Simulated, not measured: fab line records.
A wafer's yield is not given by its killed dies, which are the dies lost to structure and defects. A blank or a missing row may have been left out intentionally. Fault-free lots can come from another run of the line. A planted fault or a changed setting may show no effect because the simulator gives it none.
fab line records	flow n5-finfet
record lots=24	wafers=72	last-day=17
route steps=1938 shown BEOL_M13@1670 BEOL_M14@1733
lots with no fault: from the same line, run without faults
start-h: start of the lot's first displayed wafer, in hours after the record's first day	wait-h: hours since the lot's step before	" repeats the value in the row above	L1.1+2: one row covering several wafers at once	- no value, or no start was given	* or withheld: withheld	< > ~ a bound
route shown NAME@n: names a module that has steps shown in the file, with the first one's number in the route	usual: average and standard deviation across the fault-free wafers	same: alike in all rows	chamber/n: place in a boat	sites: each site's reading	_std_site: standard deviation of those values	_edge_site: the outer-site mean with the inner-site mean subtracted	radius-mm: for every site, how far away it sits from the centre of the wafer	mask NAME#n: copy n	behind: the last tool/chamber to shape the wafer	hold: why the lot was held/for how many hours/how that ended	device: names the non-switching transistor (n, p or np)	end of line: at the end of the route, the tests of the same wafers	where a step has no rows: the recipe by itself	killed: dies lost to structure and defects at the first sort, not the wafer's yield	map: a wafer's dies, x killed, . not, _ none there
set.NAME: setting as actually run; set.NAME@STEP: the setting as run at that earlier step	model.NAME: the simulator's own value behind a step, which no gauge read
route steps across a sampled set of lots; one table per step, one row per wafer
services: the hour from which a tool's chamber was out of use, counted from the record's first day as start-h (under 0 if before that day), plus the number of hours and why
## steps
# step N5_BEOL_M13_OVL_MEAS_11
# recipe points-per-wafer=44
# usual V12_OVL=-3/4.8
lot.wafer	tool	chamber	start-h	wait-h	V12_OVL[nm]
L076.1	overlay-01	0	245.55	0.0	-9
L076.2	"	0	"	"	-7
L076.5	"	0	"	"	-1
L074.2	overlay-01	0	248.22	0.0	-6
L074.3	"	0	"	"	1
L074.5	"	0	"	"	-5
L075.2	overlay-02	0	252.87	0.0	-3
L075.3	"	0	"	"	-1
L075.4	"	0	"	"	1
L077.1	overlay-01	0	261.91	0.0	2
L077.2	"	0	"	"	-6
L077.3	"	0	"	"	5
L078.2	overlay-02	0	267.17	0.0	2
L078.3	"	0	"	"	-8
L078.6	"	0	"	"	-2
L079.1	overlay-01	0	275.99	0.0	3
L079.4	"	0	"	"	2
L079.5	"	0	"	"	4
L080.2	overlay-02	0	277.59	0.0	-8
L080.3	"	0	"	"	-3
L080.6	"	0	"	"	-8
L081.1	overlay-01	0	287.16	0.0	-2
L081.3	"	0	"	"	-4
L081.6	"	0	"	"	-5
L083.1	overlay-02	0	295.19	0.0	-9
L083.2	"	0	"	"	-2
L083.6	"	0	"	"	-2
L082.2	overlay-02	0	295.48	0.0	1
L082.3	"	0	"	"	0
L082.5	"	0	"	"	-7
L084.2	overlay-01	0	300.81	0.0	-10
L084.3	"	0	"	"	-2
L084.6	"	0	"	"	-7
L085.1	overlay-02	0	323.70	0.0	-2
L085.2	"	0	"	"	-3
L085.3	"	0	"	"	-5
L086.3	overlay-01	0	324.09	0.0	11
L086.5	"	0	"	"	1
L086.6	"	0	"	"	-1
L088.1	overlay-02	0	324.67	0.0	-9
L088.4	"	0	"	"	-4
L088.5	"	0	"	"	-6
L091.2	overlay-01	0	327.02	0.0	-6
L091.3	"	0	"	"	-7
L091.6	"	0	"	"	0
L087.3	overlay-02	0	331.19	0.0	-7
L087.4	"	0	"	"	-17
L087.5	"	0	"	"	-3
L090.3	overlay-02	0	336.21	0.0	-5
L090.4	"	0	"	"	-9
L090.5	"	0	"	"	5
L089.1	overlay-01	0	338.00	0.0	6
L089.2	"	0	"	"	6
L089.6	"	0	"	"	1
L094.1	overlay-02	0	359.45	0.0	-1
L094.2	"	0	"	"	-1
L094.4	"	0	"	"	-1
L092.1	overlay-01	0	362.50	0.0	-5
L092.2	"	0	"	"	7
L092.5	"	0	"	"	-4
L093.1	overlay-02	0	363.02	0.0	-3
L093.2	"	0	"	"	-4
L093.5	"	0	"	"	-5
L095.1	overlay-02	0	363.29	0.0	-1
L095.3	"	0	"	"	-10
L095.6	"	0	"	"	-10
L097.1	overlay-02	0	375.53	0.0	-9
L097.4	"	0	"	"	-2
L097.6	"	0	"	"	-1
L096.2	overlay-02	0	377.30	0.0	-9
L096.5	"	0	"	"	-8
L096.6	"	0	"	"	-9
# step N5_BEOL_M13_INSPECT_12
# recipe mode=adi	inspect-instrument=macro
# usual raw-defect-count=2.1/1.4
lot.wafer	tool	chamber	start-h	wait-h	raw-defect-count
L076.1	defect-inspect-02	-	245.57	0.0	3
L076.2	"	-	"	"	0
L076.5	"	-	"	"	3
L074.2	defect-inspect-02	-	248.24	0.0	2
L074.3	"	-	"	"	0
L074.5	"	-	"	"	1
L075.2	defect-inspect-02	-	252.89	0.0	3
L075.3	"	-	"	"	2
L075.4	"	-	"	"	1
L077.1	defect-inspect-02	-	261.94	0.0	4
L077.2	"	-	"	"	5
L077.3	"	-	"	"	1
L078.2	defect-inspect-01	-	267.19	0.0	2
L078.3	"	-	"	"	1
L078.6	"	-	"	"	5
L079.1	defect-inspect-02	-	276.02	0.0	1
L079.4	"	-	"	"	2
L079.5	"	-	"	"	4
L080.2	defect-inspect-02	-	277.61	0.0	2
L080.3	"	-	"	"	3
L080.6	"	-	"	"	3
L081.1	defect-inspect-01	-	287.18	0.0	5
L081.3	"	-	"	"	0
L081.6	"	-	"	"	4
L083.1	defect-inspect-01	-	295.22	0.0	1
L083.2	"	-	"	"	0
L083.6	"	-	"	"	2
L082.2	defect-inspect-01	-	295.50	0.0	0
L082.3	"	-	"	"	2
L082.5	"	-	"	"	1
L084.2	defect-inspect-02	-	300.83	0.0	0
L084.3	"	-	"	"	4
L084.6	"	-	"	"	1
L085.1	defect-inspect-01	-	323.72	0.0	3
L085.2	"	-	"	"	2
L085.3	"	-	"	"	2
L086.3	defect-inspect-01	-	324.12	0.0	3
L086.5	"	-	"	"	2
L086.6	"	-	"	"	4
L088.1	defect-inspect-01	-	324.69	0.0	5
L088.4	"	-	"	"	2
L088.5	"	-	"	"	4
L091.2	defect-inspect-02	-	327.04	0.0	2
L091.3	"	-	"	"	3
L091.6	"	-	"	"	0
L087.3	defect-inspect-02	-	331.21	0.0	3
L087.4	"	-	"	"	0
L087.5	"	-	"	"	2
L090.3	defect-inspect-01	-	336.23	0.0	2
L090.4	"	-	"	"	1
L090.5	"	-	"	"	2
L089.1	defect-inspect-02	-	338.02	0.0	1
L089.2	"	-	"	"	2
L089.6	"	-	"	"	2
L094.1	defect-inspect-01	-	359.47	0.0	1
L094.2	"	-	"	"	5
L094.4	"	-	"	"	1
L092.1	defect-inspect-02	-	362.53	0.0	5
L092.2	"	-	"	"	3
L092.5	"	-	"	"	3
L093.1	defect-inspect-02	-	363.05	0.0	1
L093.2	"	-	"	"	2
L093.5	"	-	"	"	2
L095.1	defect-inspect-01	-	363.31	0.0	0
L095.3	"	-	"	"	1
L095.6	"	-	"	"	3
L097.1	defect-inspect-01	-	375.55	0.0	2
L097.4	"	-	"	"	3
L097.6	"	-	"	"	4
L096.2	defect-inspect-01	-	377.32	0.0	1
L096.5	"	-	"	"	4
L096.6	"	-	"	"	1
# step N5_BEOL_M13_ETCH_68
# recipe chemistry=N2/H2	target=SOC	mask-material=SiARC	source-w=3000	bias-w=350	temp-c=40	time-s=355	ion-energy-ev=200	pressure-mtorr=30	n2-flow-sccm=200	h2-flow-sccm=200
# usual drypump-motor-current-A=5.8/0.39	oes-product-au=0.79/0.067	rf-vpp-V=524.5/2.6	showerhead-plenum-p-Torr=2.56/0.09	throttle-valve-pct=17.72/0.2
lot.wafer	tool	chamber	start-h	wait-h	drypump-motor-current-A	oes-product-au	rf-hours-counter-h	rf-vpp-V	showerhead-plenum-p-Torr	throttle-valve-pct
L076.1	rie-diel-04	1	247.13	0.1	5.9	0.83	70	527.4	2.69	17.81
L076.2	"	0	"	"	5.1	0.73	176	524.1	2.51	17.58
L076.5	"	2	"	"	5.5	0.87	-	526.5	2.69	17.31
L074.2	rie-diel-04	1	249.41	0.1	5.8	0.82	71	526.9	2.69	17.78
L074.3	"	3	"	"	5.7	0.90	20	527.9	2.69	17.47
L074.5	"	3	"	"	5.7	0.91	-	526.8	2.69	17.46
L075.2	rie-diel-04	0	254.17	0.1	5.1	0.74	179	523.1	2.51	17.57
L075.3	"	3	"	"	5.7	0.90	21	528.9	2.69	17.45
L075.4	"	0	"	"	5.1	0.74	-	521.7	2.51	17.57
L077.1	rie-diel-04	1	263.22	0.1	5.8	0.83	76	527.3	2.68	17.80
L077.2	"	0	"	"	5.1	0.75	182	523.6	2.51	17.58
L077.3	"	3	"	"	5.7	0.91	25	527.8	2.69	17.45
L078.2	rie-diel-05	3	268.39	0.1	6.2	0.70	249	526.0	2.61	17.90
L078.3	"	2	"	"	5.3	0.76	134	524.3	2.57	18.07
L078.6	"	1	"	"	6.1	0.77	-	521.0	2.44	17.80
L079.1	rie-diel-01	3	277.42	0.1	6.0	0.74	185	523.1	2.52	17.59
L079.4	"	0	"	"	6.1	0.71	-	525.4	2.62	17.79
L079.5	"	1	"	"	6.3	0.81	-	521.0	2.47	17.62
L080.2	rie-diel-05	1	279.28	0.1	6.1	0.76	138	521.0	2.44	17.79
L080.3	"	0	"	"	5.9	0.87	39	524.1	2.59	17.80
L080.6	"	2	"	"	5.3	0.76	-	524.9	2.57	18.07
L081.1	rie-diel-01	3	288.86	0.1	6.0	0.75	188	525.0	2.52	17.58
L081.3	"	1	"	"	6.3	0.80	101	521.3	2.46	17.64
L081.6	"	2	"	"	5.1	0.76	-	521.8	2.44	17.87
L083.1	rie-diel-04	2	296.38	0.1	5.6	0.87	42	529.3	2.69	17.31
L083.2	"	3	"	"	5.7	0.87	35	528.9	2.68	17.48
L083.6	"	1	"	"	5.9	0.81	-	528.7	2.68	17.82
L082.2	rie-diel-05	2	296.76	0.1	5.3	0.77	144	524.4	2.57	18.08
L082.3	"	0	"	"	5.9	0.87	46	525.5	2.59	17.81
L082.5	"	2	"	"	5.3	0.77	-	523.0	2.56	18.09
L084.2	rie-diel-05	1	301.99	0.1	6.1	0.76	148	521.4	2.43	17.82
L084.3	"	0	"	"	5.9	0.87	48	524.5	2.59	17.82
L084.6	"	1	"	"	6.1	0.75	-	521.9	2.43	17.82
L085.1	rie-diel-05	2	325.01	0.1	5.3	0.75	154	523.8	2.56	18.08
L085.2	"	1	"	"	6.1	0.74	155	521.2	2.43	17.85
L085.3	"	0	"	"	5.9	0.86	57	525.1	2.59	17.82
L086.3	rie-diel-01	3	325.40	0.1	6.0	0.74	199	523.3	2.52	17.61
L086.5	"	1	"	"	6.3	0.79	-	521.6	2.46	17.66
L086.6	"	2	"	"	5.2	0.76	-	522.0	2.43	17.89
L088.1	rie-diel-05	3	325.98	0.1	6.2	0.96	6	525.2	2.60	17.46
L088.4	"	1	"	"	6.1	0.76	156	520.2	2.43	17.83
L088.5	"	3	"	"	6.2	0.97	-	526.3	2.60	17.45
L091.2	rie-diel-01	0	328.20	0.1	6.0	0.71	228	525.5	2.61	17.81
L091.3	"	1	"	"	6.3	0.79	113	521.4	2.46	17.67
L091.6	"	0	"	"	6.1	0.70	-	525.4	2.61	17.80
L087.3	rie-diel-04	1	332.49	0.1	5.9	0.79	96	527.1	2.67	17.84
L087.4	"	2	"	"	5.6	0.85	52	529.7	2.68	17.35
L087.5	"	2	"	"	5.6	0.84	-	528.5	2.68	17.34
L090.3	rie-diel-01	0	337.52	0.1	6.1	0.71	231	524.0	2.61	17.81
L090.4	"	0	"	"	6.1	0.71	-	525.7	2.61	17.82
L090.5	"	1	"	"	6.4	0.77	-	521.3	2.46	17.67
L089.1	rie-diel-01	1	339.93	0.1	6.3	0.78	117	520.2	2.46	17.66
L089.2	"	0	"	"	6.1	0.69	233	524.8	2.61	17.82
L089.6	"	3	"	"	6.0	0.73	-	522.0	2.51	17.62
L094.1	rie-diel-04	0	360.63	0.1	5.1	0.72	208	523.6	2.50	17.63
L094.2	"	3	"	"	5.7	0.84	56	526.6	2.67	17.51
L094.4	"	2	"	"	5.6	0.83	63	527.7	2.68	17.36
L092.1	rie-diel-01	1	363.87	0.1	6.4	0.77	124	521.3	2.45	17.69
L092.2	"	0	"	"	6.1	0.70	241	527.1	2.61	17.82
L092.5	"	2	"	"	5.1	0.76	-	521.0	2.43	17.89
L093.1	rie-diel-01	2	364.41	0.1	5.1	0.75	162	520.9	2.43	17.92
L093.2	"	0	"	"	6.0	0.70	241	525.5	2.61	17.84
L093.5	"	1	"	"	6.3	0.78	-	521.4	2.45	17.68
L095.1	rie-diel-05	3	364.52	0.1	6.2	0.93	19	524.8	2.60	17.47
L095.3	"	0	"	"	5.9	0.85	69	525.9	2.58	17.86
L095.6	"	3	"	"	6.2	0.93	-	526.7	2.60	17.48
L097.1	rie-diel-05	0	377.36	0.1	5.9	0.83	73	524.5	2.58	17.85
L097.4	"	3	"	"	6.2	0.91	23	524.3	2.59	17.48
L097.6	"	3	"	"	6.2	0.92	-	525.1	2.60	17.48
L096.2	rie-diel-01	1	378.66	0.1	6.3	0.76	130	521.5	2.45	17.70
L096.5	"	3	"	"	6.0	0.72	-	522.7	2.51	17.64
L096.6	"	0	"	"	6.1	0.69	-	525.5	2.60	17.83
# step N5_BEOL_M13_TRENCH_ETCH_34
# recipe chemistry=C4F8/O2/Ar	target=SiOC	target-depth-a=4134.7	mask-material=SOC	pressure-mtorr=30	source-w=3000	bias-w=700	Ar_flow_sccm=400	C4F8_flow_sccm=15	O2_flow_sccm=8	he-inner-torr=15	he-outer-torr=30	time-s=162.6	ion-energy-ev=250
# usual drypump-motor-current-A=5.8/0.39	oes-product-au=0.79/0.067	rf-vpp-V=666/3.3	showerhead-plenum-p-Torr=3.44/0.1	throttle-valve-pct=24.16/0.18
lot.wafer	tool	chamber	start-h	wait-h	drypump-motor-current-A	oes-product-au	rf-hours-counter-h	rf-vpp-V	showerhead-plenum-p-Torr	throttle-valve-pct
L076.1	rie-diel-04	1	247.35	0.0	5.9	0.84	71	671	3.58	24.22
L076.2	"	0	"	"	5.1	0.74	176	665	3.41	24.18
L076.5	"	2	"	"	5.6	0.88	-	671	3.62	23.88
L074.2	rie-diel-04	1	249.63	0.0	5.8	0.83	71	670	3.58	24.21
L074.3	"	3	"	"	5.7	0.90	20	672	3.61	24.01
L074.5	"	3	"	"	5.7	0.91	-	671	3.61	24.00
L075.2	rie-diel-04	0	254.40	0.0	5.1	0.75	179	665	3.41	24.15
L075.3	"	3	"	"	5.7	0.90	21	671	3.61	23.99
L075.4	"	0	"	"	5.1	0.73	-	664	3.41	24.17
L077.1	rie-diel-04	1	263.44	0.0	5.8	0.82	76	669	3.58	24.24
L077.2	"	0	"	"	5.1	0.74	182	663	3.41	24.16
L077.3	"	3	"	"	5.7	0.90	25	672	3.61	24.00
L078.2	rie-diel-05	3	268.61	0.0	6.2	0.70	249	668	3.47	24.11
L078.3	"	2	"	"	5.3	0.77	134	666	3.41	24.34
L078.6	"	1	"	"	6.1	0.77	-	661	3.32	24.41
L079.1	rie-diel-01	3	277.64	0.0	6.0	0.75	185	667	3.42	24.20
L079.4	"	0	"	"	6.1	0.71	-	669	3.50	24.08
L079.5	"	1	"	"	6.3	0.81	-	663	3.32	24.02
L080.2	rie-diel-05	1	279.50	0.0	6.1	0.76	139	661	3.32	24.41
L080.3	"	0	"	"	5.9	0.87	39	667	3.47	24.15
L080.6	"	2	"	"	5.3	0.76	-	667	3.41	24.35
L081.1	rie-diel-01	3	289.08	0.0	6.0	0.74	188	664	3.42	24.20
L081.3	"	1	"	"	6.3	0.80	102	662	3.32	24.01
L081.6	"	2	"	"	5.2	0.77	-	661	3.31	24.41
L083.1	rie-diel-04	2	296.60	0.0	5.6	0.87	42	668	3.61	23.90
L083.2	"	3	"	"	5.7	0.88	35	669	3.60	24.02
L083.6	"	1	"	"	5.9	0.81	-	670	3.58	24.25
L082.2	rie-diel-05	2	296.98	0.0	5.3	0.75	144	667	3.41	24.35
L082.3	"	0	"	"	5.9	0.87	46	667	3.46	24.17
L082.5	"	2	"	"	5.3	0.77	-	665	3.41	24.35
L084.2	rie-diel-05	1	302.21	0.0	6.1	0.75	148	663	3.31	24.43
L084.3	"	0	"	"	5.9	0.87	48	667	3.46	24.16
L084.6	"	1	"	"	6.2	0.74	-	661	3.31	24.42
L085.1	rie-diel-05	2	325.23	0.0	5.3	0.75	154	665	3.40	24.35
L085.2	"	1	"	"	6.1	0.75	156	662	3.31	24.43
L085.3	"	0	"	"	5.9	0.86	57	667	3.46	24.18
L086.3	rie-diel-01	3	325.63	0.0	6.0	0.74	199	667	3.42	24.21
L086.5	"	1	"	"	6.3	0.79	-	663	3.32	24.03
L086.6	"	2	"	"	5.2	0.77	-	662	3.31	24.43
L088.1	rie-diel-05	3	326.20	0.0	6.2	0.95	6	667	3.47	23.79
L088.4	"	1	"	"	6.1	0.75	156	662	3.31	24.44
L088.5	"	3	"	"	6.2	0.95	-	668	3.47	23.77
L091.2	rie-diel-01	0	328.42	0.0	6.0	0.70	228	665	3.49	24.10
L091.3	"	1	"	"	6.3	0.80	113	664	3.32	24.04
L091.6	"	0	"	"	6.1	0.70	-	668	3.49	24.10
L087.3	rie-diel-04	1	332.71	0.0	5.8	0.80	96	670	3.57	24.26
L087.4	"	2	"	"	5.6	0.85	52	670	3.61	23.89
L087.5	"	2	"	"	5.6	0.84	-	672	3.61	23.91
L090.3	rie-diel-01	0	337.74	0.0	6.1	0.70	231	668	3.49	24.09
L090.4	"	0	"	"	6.1	0.71	-	668	3.49	24.11
L090.5	"	1	"	"	6.4	0.78	-	663	3.31	24.04
L089.1	rie-diel-01	1	340.15	0.0	6.3	0.78	117	664	3.31	24.04
L089.2	"	0	"	"	6.1	0.69	233	666	3.49	24.10
L089.6	"	3	"	"	6.0	0.74	-	664	3.41	24.22
L094.1	rie-diel-04	0	360.85	0.0	5.1	0.71	208	664	3.39	24.19
L094.2	"	3	"	"	5.7	0.84	56	670	3.59	24.05
L094.4	"	2	"	"	5.6	0.83	63	670	3.60	23.92
L092.1	rie-diel-01	1	364.09	0.0	6.3	0.78	125	661	3.31	24.04
L092.2	"	0	"	"	6.1	0.70	241	668	3.48	24.10
L092.5	"	2	"	"	5.2	0.76	-	661	3.30	24.46
L093.1	rie-diel-01	2	364.63	0.0	5.2	0.76	162	661	3.30	24.44
L093.2	"	0	"	"	6.1	0.69	241	669	3.48	24.11
L093.5	"	1	"	"	6.3	0.77	-	663	3.31	24.05
L095.1	rie-diel-05	3	364.74	0.0	6.2	0.92	19	667	3.46	23.79
L095.3	"	0	"	"	6.0	0.84	69	668	3.45	24.20
L095.6	"	3	"	"	6.2	0.92	-	669	3.46	23.80
L097.1	rie-diel-05	0	377.58	0.0	5.9	0.84	73	666	3.45	24.20
L097.4	"	3	"	"	6.2	0.93	23	666	3.46	23.79
L097.6	"	3	"	"	6.2	0.92	-	667	3.46	23.80
L096.2	rie-diel-01	1	378.88	0.0	6.3	0.77	130	662	3.31	24.04
L096.5	"	3	"	"	6.0	0.72	-	665	3.41	24.23
L096.6	"	0	"	"	6.1	0.70	-	666	3.48	24.13
# step N5_BEOL_M13_THK_MEAS_50
# recipe thk-meas-gauge=xrf	reads=Cu_of_BEOL_M13_ECD_47
# usual M13_THK=417/7.7
lot.wafer	tool	chamber	start-h	wait-h	M13_THK[nm]
L076.1	film-metro-01	-	249.30	-	411
L076.2	"	-	"	"	417
L076.5	"	-	"	"	418
L074.2	film-metro-02	-	252.01	-	413
L074.3	"	-	"	"	425
L074.5	"	-	"	"	432
L075.2	film-metro-02	-	256.88	-	428
L075.3	"	-	"	"	436
L075.4	"	-	"	"	428
L077.1	film-metro-02	-	269.23	-	421
L077.2	"	-	"	"	421
L077.3	"	-	"	"	432
L078.2	film-metro-01	-	272.40	-	406
L078.3	"	-	"	"	409
L078.6	"	-	"	"	410
L079.1	film-metro-02	-	279.48	-	417
L079.4	"	-	"	"	417
L079.5	"	-	"	"	422
L080.2	film-metro-02	-	283.24	-	416
L080.3	"	-	"	"	420
L080.6	"	-	"	"	416
L081.1	film-metro-02	-	293.77	-	418
L081.3	"	-	"	"	427
L081.6	"	-	"	"	421
L083.1	film-metro-01	-	298.55	-	428
L083.2	"	-	"	"	432
L083.6	"	-	"	"	416
L082.2	film-metro-01	-	299.77	-	405
L082.3	"	-	"	"	410
L082.5	"	-	"	"	411
L084.2	film-metro-02	-	305.31	-	415
L084.3	"	-	"	"	421
L084.6	"	-	"	"	417
L085.1	film-metro-02	-	330.76	-	414
L085.2	"	-	"	"	410
L085.3	"	-	"	"	412
L086.3	film-metro-02	-	331.48	-	422
L086.5	"	-	"	"	426
L086.6	"	-	"	"	421
L088.1	film-metro-02	-	331.55	-	427
L088.4	"	-	"	"	418
L088.5	"	-	"	"	421
L091.2	film-metro-02	-	332.11	-	417
L091.3	"	-	"	"	430
L091.6	"	-	"	"	417
L087.3	film-metro-02	-	334.32	-	418
L087.4	"	-	"	"	427
L087.5	"	-	"	"	424
L090.3	film-metro-01	-	340.96	-	413
L090.4	"	-	"	"	414
L090.5	"	-	"	"	419
L089.1	film-metro-01	-	343.86	-	422
L089.2	"	-	"	"	411
L089.6	"	-	"	"	418
L094.1	film-metro-02	-	364.36	-	416
L094.2	"	-	"	"	431
L094.4	"	-	"	"	427
L092.1	film-metro-02	-	366.05	-	427
L092.2	"	-	"	"	421
L092.5	"	-	"	"	420
L095.1	film-metro-01	-	369.21	-	415
L095.3	"	-	"	"	408
L095.6	"	-	"	"	414
L093.1	film-metro-01	-	369.27	-	404
L093.2	"	-	"	"	398
L093.5	"	-	"	"	406
L096.2	film-metro-01	-	382.09	-	410
L096.5	"	-	"	"	410
L096.6	"	-	"	"	410
L097.1	film-metro-01	-	383.03	-	409
L097.4	"	-	"	"	422
L097.6	"	-	"	"	415
# step N5_BEOL_M14_STRIP_64
# recipe chemistry=O2	power-w=600	temp-c=60	pressure-mtorr=30	rf-frequency-hz=6e+07	bias-power-w=0	overash-fraction=0.3	o2-flow-sccm=225
# usual drypump-motor-current-A=5.63/0.27	oes-product-au=0.81/0.11	rf-vpp-V=3.6/0.49	showerhead-plenum-p-Torr=2.09/0.075	throttle-valve-pct=16.62/0.29
lot.wafer	tool	chamber	start-h	wait-h	drypump-motor-current-A	oes-product-au	rf-hours-counter-h	rf-vpp-V	showerhead-plenum-p-Torr	throttle-valve-pct
L076.1	rie-diel-06	3	-	-	5.19	0.74	191	4.1	2.00	16.54
L076.2	"	1	"	"	5.44	0.71	231	3.7	2.08	17.10
L076.5	"	1	"	"	5.44	0.72	-	4.0	2.08	17.09
L074.2	rie-diel-06	1	-	-	5.42	0.70	232	3.6	2.08	17.09
L074.3	"	0	"	"	5.80	0.71	204	3.7	2.16	16.83
L074.5	"	1	"	"	5.41	0.71	-	4.1	2.08	17.10
L075.2	rie-diel-03	3	-	-	5.91	0.82	78	3.8	2.24	16.72
L075.3	"	1	"	"	5.29	0.68	220	3.8	2.15	16.73
L075.4	"	1	"	"	5.29	0.68	-	3.4	2.15	16.75
L077.1	rie-diel-06	2	-	-	6.28	0.90	26	3.8	2.22	16.45
L077.2	"	3	"	"	5.22	0.73	199	3.7	1.99	16.54
L077.3	"	0	"	"	5.80	0.71	209	3.8	2.16	16.84
L078.2	rie-diel-02	3	-	-	5.57	0.70	244	3.3	2.06	17.24
L078.3	"	1	"	"	5.86	0.70	243	3.3	2.15	16.95
L078.6	"	0	"	"	5.61	0.67	-	3.7	2.08	16.78
L079.1	rie-diel-02	1	-	-	5.87	0.70	246	2.9	2.15	16.97
L079.4	"	3	"	"	5.55	0.71	247	4.2	2.06	17.25
L079.5	"	0	"	"	5.56	0.67	-	4.0	2.08	16.79
L080.2	rie-diel-03	1	-	-	5.26	0.67	231	3.4	2.15	16.75
L080.3	"	0	"	"	5.60	0.74	189	3.7	1.98	16.70
L080.6	"	0	"	"	5.55	0.75	-	2.8	1.98	16.70
L081.1	rie-diel-03	2	-	-	6.10	0.96	1	3.2	2.06	16.18
L081.3	"	0	"	"	5.54	0.74	193	3.7	1.98	16.72
L081.6	"	3	"	"	5.90	0.81	-	4.0	2.23	16.74
L083.1	rie-diel-02	3	-	-	5.57	0.69	255	3.3	2.06	17.25
L083.2	"	1	"	"	5.86	0.69	254	3.6	2.15	17.00
L083.6	"	3	"	"	5.57	0.70	-	4.4	2.06	17.25
L082.2	rie-diel-02	3	-	-	5.54	0.70	255	3.9	2.06	17.27
L082.3	"	1	"	"	5.90	0.68	255	3.2	2.15	16.98
L082.5	"	2	"	"	5.38	0.96	-	4.4	2.04	16.16
L084.2	rie-diel-03	0	-	-	5.58	0.73	198	4.0	1.98	16.71
L084.3	"	2	"	"	6.10	0.93	6	2.9	2.06	16.17
L084.6	"	2	"	"	6.14	0.92	-	4.2	2.06	16.17
L085.1	rie-diel-02	0	-	-	5.63	0.95	8	3.7	2.07	16.41
L085.2	"	2	"	"	5.38	0.93	29	4.1	2.03	16.19
L085.3	"	2	"	"	5.34	0.94	-	4.2	2.03	16.20
L086.3	rie-diel-03	2	-	-	6.11	0.90	14	4.3	2.05	16.23
L086.5	"	1	"	"	5.28	0.66	-	4.0	2.14	16.80
L086.6	"	2	"	"	6.12	0.89	-	3.0	2.05	16.19
L088.1	rie-diel-02	0	-	-	5.61	0.93	9	3.7	2.07	16.41
L088.4	"	2	"	"	5.38	0.93	-	4.0	2.03	16.22
L088.5	"	2	"	"	5.42	0.93	-	3.3	2.03	16.20
L091.2	rie-diel-03	0	-	-	5.58	0.73	206	4.2	1.98	16.73
L091.3	"	1	"	"	5.29	0.65	248	3.5	2.14	16.78
L091.6	"	0	"	"	5.56	0.72	-	3.3	1.98	16.75
L087.3	rie-diel-06	1	-	-	5.43	0.97	6	3.5	2.07	16.62
L087.4	"	0	"	"	5.81	0.69	238	3.0	2.15	16.90
L087.5	"	0	"	"	5.82	0.68	-	3.6	2.15	16.89
L090.3	rie-diel-03	2	-	-	6.14	0.90	17	3.7	2.05	16.20
L090.4	"	0	"	"	5.56	0.72	-	2.9	1.98	16.74
L090.5	"	3	"	"	5.90	0.79	-	3.6	2.22	16.76
L089.1	rie-diel-02	2	-	-	5.40	0.92	37	3.8	2.03	16.22
L089.2	"	1	"	"	5.84	0.99	6	3.3	2.14	16.53
L089.6	"	2	"	"	5.45	0.92	-	4.2	2.03	16.22
L094.1	rie-diel-06	1	-	-	5.45	0.94	17	4.5	2.07	16.65
L094.2	"	3	"	"	5.21	0.70	239	3.3	1.98	16.61
L094.4	"	0	"	"	5.83	0.67	249	4.4	2.15	16.92
L092.1	rie-diel-02	2	-	-	5.40	0.90	46	3.6	2.03	16.23
L092.2	"	1	"	"	5.86	0.93	15	3.9	2.14	16.54
L092.5	"	0	"	"	5.58	0.90	-	3.1	2.07	16.41
L095.1	rie-diel-02	3	-	-	5.56	0.96	7	3.8	2.05	16.85
L095.3	"	2	"	"	5.43	0.90	46	3.5	2.03	16.22
L095.6	"	0	"	"	5.57	0.89	-	3.3	2.07	16.43
L093.1	rie-diel-03	2	-	-	6.08	0.87	29	3.2	2.05	16.22
L093.2	"	3	"	"	5.91	0.78	120	3.3	2.22	16.78
L093.5	"	1	"	"	5.27	0.95	-	2.9	2.14	16.30
L096.2	rie-diel-02	3	-	-	5.57	0.93	12	3.8	2.05	16.85
L096.5	"	1	"	"	5.85	0.92	-	3.6	2.14	16.56
L096.6	"	2	"	"	5.37	0.89	-	4.8	2.03	16.24
L097.1	rie-diel-02	3	-	-	5.55	0.94	13	3.3	2.05	16.85
L097.4	"	1	"	"	5.87	0.93	20	3.4	2.14	16.54
L097.6	"	0	"	"	5.60	0.88	-	3.4	2.06	16.44
## services
tool	chamber	start-h	hours	kind
rie-diel-03	3	225.89	3.9	repair
rie-diel-04	2	233.69	4.1	repair
rie-diel-02	2	241.87	-	clean
rie-diel-02	2	241.87	-	consumable-replace:focus-ring
rie-diel-02	2	241.87	24.2	scheduled-down
rie-diel-02	2	241.87	24.2	vent-cycle
rie-diel-04	2	252.40	19.3	repair
rie-diel-05	3	276.30	-	clean
rie-diel-05	3	276.30	-	consumable-replace:focus-ring
rie-diel-05	3	276.30	31.9	scheduled-down
rie-diel-05	3	276.30	31.9	vent-cycle
rie-diel-06	2	279.68	6.7	repair
rie-diel-02	0	290.62	-	clean
rie-diel-02	0	290.62	-	consumable-replace:focus-ring
rie-diel-02	0	290.62	26.0	scheduled-down
rie-diel-02	0	290.62	26.0	vent-cycle
rie-diel-02	1	316.83	-	clean
rie-diel-02	1	316.83	-	consumable-replace:focus-ring
rie-diel-02	1	316.83	16.5	scheduled-down
rie-diel-01	2	332.04	7.0	repair
rie-diel-04	0	346.38	11.2	repair
rie-diel-03	-	355.55	2.2	repair
rie-diel-04	3	371.15	9.9	repair
rie-diel-01	2	377.93	5.7	repair
## key
fault none
